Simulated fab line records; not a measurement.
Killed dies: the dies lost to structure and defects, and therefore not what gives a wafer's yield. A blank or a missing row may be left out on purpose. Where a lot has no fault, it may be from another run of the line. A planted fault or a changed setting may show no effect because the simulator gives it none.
Which tool was responsible?	flow n5_finfet	12 lots, 36 wafers sampled, at 1 step of a route of 1938

== WHAT THE GAUGES READ, wafer by wafer ==
N5_MIM_BOT_LITHO_INSPECT_12: inspects for defects (macro).
lot	measured	on	raw_defect_count
L522	day 12 17:23	defect_inspect-02	4 2 1
L523	day 12 21:44	defect_inspect-01	7 3 1
L526	day 13 01:41	defect_inspect-01	2 3 5
L527	day 13 03:36	defect_inspect-01	1 1 4
L528	day 13 17:28	defect_inspect-02	1 1 1
L529	day 13 23:44	defect_inspect-01	1 3 1
L530	day 14 05:17	defect_inspect-01	2 0 0
L539	day 16 12:48	defect_inspect-01	1 3 2
L543	day 16 19:10	defect_inspect-02	3 2 1
L541	day 17 06:02	defect_inspect-02	4 1 5
L542	day 17 06:58	defect_inspect-01	4 2 2
L545	day 17 16:23	defect_inspect-02	2 1 0

== EACH LOT AND THE TOOL THAT RAN IT (in order: tool; ch and the chambers of the sampled wafers; start) ==
No process step before these readings appears in the record.

== WHAT THE TOOLS THEMSELVES READ (means of the sampled wafers that have a number; where no wafer has one, the mark that the record gives instead) ==
The record holds no such reading with a usual standard deviation.

== THE ANSWER, worked out from the rows above alone ==
Rule: usual is defined by the lots themselves. Put in order of their means at a reading, lots are off if they are a third of the lots or fewer, leave a main group of 4 or more, and stand apart from it by a gap of 3 or more times the standard deviation of the main group's means; of several such gaps the widest counts. Not used: any main group whose means are identical at the precision the tables above print for the reading. Also off: a lot with no number at a reading for which 4 or more lots have one. The other lots that the step has rows for count as sound. The gauges are gone through in route order, then the tools' own readings, and for those a lot's mean is taken as printed above. At the first step where some lot is off, the reading lying furthest off is the one used; lots without a number count as furthest.
No lot is off on any of the readings shown, so nothing can be concluded from this.

== WHAT WAS PUT IN BY THE SIMULATOR ==
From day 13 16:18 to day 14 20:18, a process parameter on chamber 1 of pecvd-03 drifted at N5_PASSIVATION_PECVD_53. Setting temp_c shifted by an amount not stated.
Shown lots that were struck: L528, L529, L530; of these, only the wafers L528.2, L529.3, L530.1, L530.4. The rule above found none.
